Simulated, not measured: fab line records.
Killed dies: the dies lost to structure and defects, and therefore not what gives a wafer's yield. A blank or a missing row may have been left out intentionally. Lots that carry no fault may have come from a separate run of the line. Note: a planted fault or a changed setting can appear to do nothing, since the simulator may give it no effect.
Comparing a struck lot with a sound one | flow n5 finfet | 37 out of 1938 route steps
Sound: these wafers, L843.1, L843.3, L843.6. Struck: wafers L832.2, L832.4, L832.6. The cause is named last.
Order at every step that has rows: each side's tool, ch and its chambers, its first start. Under that, the readings that differ: sound wafers | struck wafers | difference of the means | sigmas: that difference in standard deviations of wafers without a fault.
alike: same words and numbers on both sides, and readings whose means sit less than 2 such deviations apart. not compared: any withheld reading, any reading some wafer has no value for, any bound like >300 that may hide the same value, and any number with overlapping values for which the record gives no deviation.
A row with sigmas, a row that says differs or no value, or rows on one side alone: a step with any of these is where the two part. Numbers that have no deviation but don't overlap get no sigmas and don't part them. Lack of a reading on every wafer of one side parts them only where that side has two or more wafers.

first, 9 steps without rows for these wafers: N5_BEOL_M4_ANNEAL_95 (time 240 s); N5_BEOL_M4_SPUTTER_96 (material Cu, target thk 4.5 nm, time 8.29 s); N5_BEOL_M4_ECD_50 (material Cu, target thk 300 nm); N5_BEOL_M4_ANNEAL_51 (time 90 s); N5_BEOL_M4_CMP_52 (polishes, stops on SiOC, t overpolish 6.8 s, target thk 40 nm); N5_BEOL_M4_PRE_CLEAN_60 (time 15 s); N5_BEOL_M4_CO_CAP_55 (material Co, precursor CCTBA/H2, target thk 2 nm, time 102.1 s); N5_BEOL_M4_PRE_CLEAN_56 (time 15 s); N5_BEOL_M4_DEP_57 (deposits SiCN from 3MS/NH3, target thk 8 nm, time 14 s).
N5_BEOL_M4_RC_MEAS_101:
  sound on prober-02 ch 0, day 12 17:07; struck on prober-01 ch 0, day 10 03:56
  alike: DIBL_N, DIBL_P, IOFF_N, IOFF_P, ION_N, ION_P, SS_N, SS_P, VT_N, VT_P
then, 24 steps without rows for these wafers: N5_BEOL_M5_ILD_DEP_00 (deposits SiCOH lowk from DEMS/porogen, target thk 140.64 nm, time 25.9 s); N5_BEOL_M5_CURE_79 (cures SiCOH lowk, time 240 s); N5_BEOL_M5_PECVD_70 (deposits SiO2 from TEOS/O2, target thk 16 nm, time 18 s); N5_BEOL_M5_HM_DEP_02 (deposits TiN, target thk 20 nm); N5_BEOL_M5_COAT_59 (time 60 s, resist thk 60 nm); N5_BEOL_M5_COAT_60 (time 60 s, resist thk 12 nm); N5_BEOL_M5_COAT_71 (time 60 s, resist thk 5 nm); N5_BEOL_M5_COAT_05 (resist thk 30 nm); N5_BEOL_M5_EBR_07; N5_BEOL_M5_SOFTBAKE_06 (time 60 s); N5_BEOL_M5_EXPOSE_08 (exposes mask M5, target cd 28 nm); N5_BEOL_M5_PEB_09 (peb time 60 s); N5_BEOL_M5_DEVELOP_10 (develop time 30 s); N5_BEOL_M5_DESCUM_16 (chemistry O2, time 7 s); N5_BEOL_M5_ETCH_72 (etches underlayer in N2/H2, target depth 6.5 nm, time 5.2 s); N5_BEOL_M5_ETCH_61 (etches SiARC in CF4, target depth 15.6 nm, time 26 s); N5_BEOL_M5_ETCH_62 (etches SOC in N2/H2, target depth 75 nm, overetch 15 nm, time 112.5 s); N5_BEOL_M5_STRIP_63 (strips in N2/H2); N5_BEOL_M5_STRIP_73 (strips in N2/H2); N5_BEOL_M5_STRIP_64 (strips in CF4); N5_BEOL_M5_HM_OPEN_17 (chemistry Cl2/BCl3, target TiN, target depth 20 nm, overetch 6 nm); N5_BEOL_M5_STRIP_19 (strips in O2); N5_BEOL_M5_COAT_65 (time 60 s, resist thk 60 nm); N5_BEOL_M5_COAT_66 (time 60 s, resist thk 12 nm).
N5_BEOL_M9_ETCH_65: etches SiARC in CF4, target depth 15.6 nm, time 26 s.
  sound on rie diel-03 ch 0,1, day 14 21:57; struck on rie diel-05 ch 1,3, day 12 01:32
  no value came back on the struck wafers for any of 8 readings (bias w (W), cf4 flow sccm (sccm) and others); on the sound wafers bias w (W) reads 36.06 36.05 36.03
  reading                                      | sound          | struck         | difference | sigmas
  model.CAR-EUV_of_BEOL_M9_COAT_22.thk nm (nm) | 11.2 11.2 11.2 | 20.2 20.2 20.4 | +9.1       |
  not compared: rf hours counter h
N5_BEOL_M9_ETCH_66: etches SOC in N2/H2, target depth 80 nm, overetch 16 nm, time 120 s.
  sound on rie diel-03 ch 0,1, day 14 21:59; struck on rie diel-05 ch 1,3, day 12 01:34
  reading                     | sound          | struck         | difference | sigmas
  drypump motor current A (A) | 4.8 5.3 4.8    | 6.4 5.7 6.4    | +1.2       | +3
  oes product au (a.u.)       | 0.63 0.60 0.63 | 0.30 0.27 0.30 | -0.33      | -7
  alike: bias w, chamber pressure mTorr, rf vpp V, showerhead plenum p Torr, temp c, throttle valve pct
  not compared: rf hours counter h
-- the record jumps here: 3 days lie between the struck wafers' starts before and after (it left off in module BEOL_M9 and takes up again in module PASSIVATION, whose first step shown is number 1936 of the route) --
N5_PASSIVATION_PROBE_49:
  the record has rows for the struck wafers here (prober-02, day 14 13:38) and none for the sound ones

WHERE THEY PART
Last at N5_PASSIVATION_PROBE_49 as far as this record goes, first at N5_BEOL_M9_ETCH_65.

WHY: what had been put in by the simulator
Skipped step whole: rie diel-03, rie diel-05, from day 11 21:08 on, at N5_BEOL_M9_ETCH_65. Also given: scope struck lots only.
